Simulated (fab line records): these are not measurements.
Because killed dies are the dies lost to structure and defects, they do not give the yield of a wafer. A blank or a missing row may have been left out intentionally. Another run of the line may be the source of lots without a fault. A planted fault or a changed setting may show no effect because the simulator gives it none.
Matching of chambers	flow n5Finfet	N5_MOL_CONTACT_COAG_ETCHBACK_134 on rieDiel-01: 4 sister chambers
The step etches SiO2 in CHF3, target depth 10 nm, time 6.7 s. 8 wafers are shown with their chamber, then 7 later ones without.

## WAFERS WITH THEIR CHAMBER
wafer	chamber	rfVppV (V)	throttleValvePct (%)
L088.1	0	493	18.77
L088.3	2	512	18.46
L088.4	1	535	18.61
L090.1	3	546	18.94
L090.2	0	494	18.78
L090.4	2	512	18.45
L091.4	1	537	18.63
L091.5	3	546	18.91

## WAFERS WITH NO CHAMBER GIVEN
wafer	rfVppV (V)	throttleValvePct (%)
L091.6	511	18.47
L093.1	511	18.46
L093.2	536	18.61
L093.5	546	18.93
L096.3	513	18.48
L096.5	493	18.81
L096.6	546	18.93

## WHICH CHAMBER EACH ONE RAN IN
wafer	from the rows above	in truth
L091.6	2	2
L093.1	2	2
L093.2	1	1
L093.5	3	3
L096.3	2	2
L096.5	0	0
L096.6	3	3
Correct placement for 7 of the 7. Can't be placed from these rows: 0. Wrongly placed: 0.
How it was worked out, from the rows above alone: a wafer's distance from a chamber is the root of the sum, over the readings, of the square of ((its reading less the chamber's mean) divided by the reading's scatter). The wafer belongs to the nearest chamber; if the next one is less than 2 further off, it can't be placed. For every chamber, the mean is computed from those of its wafers that are shown. The scatter: take each reading less its chamber's mean, square it, sum over the shown wafers, divide by the number of wafers less the number of chambers, and take the root.
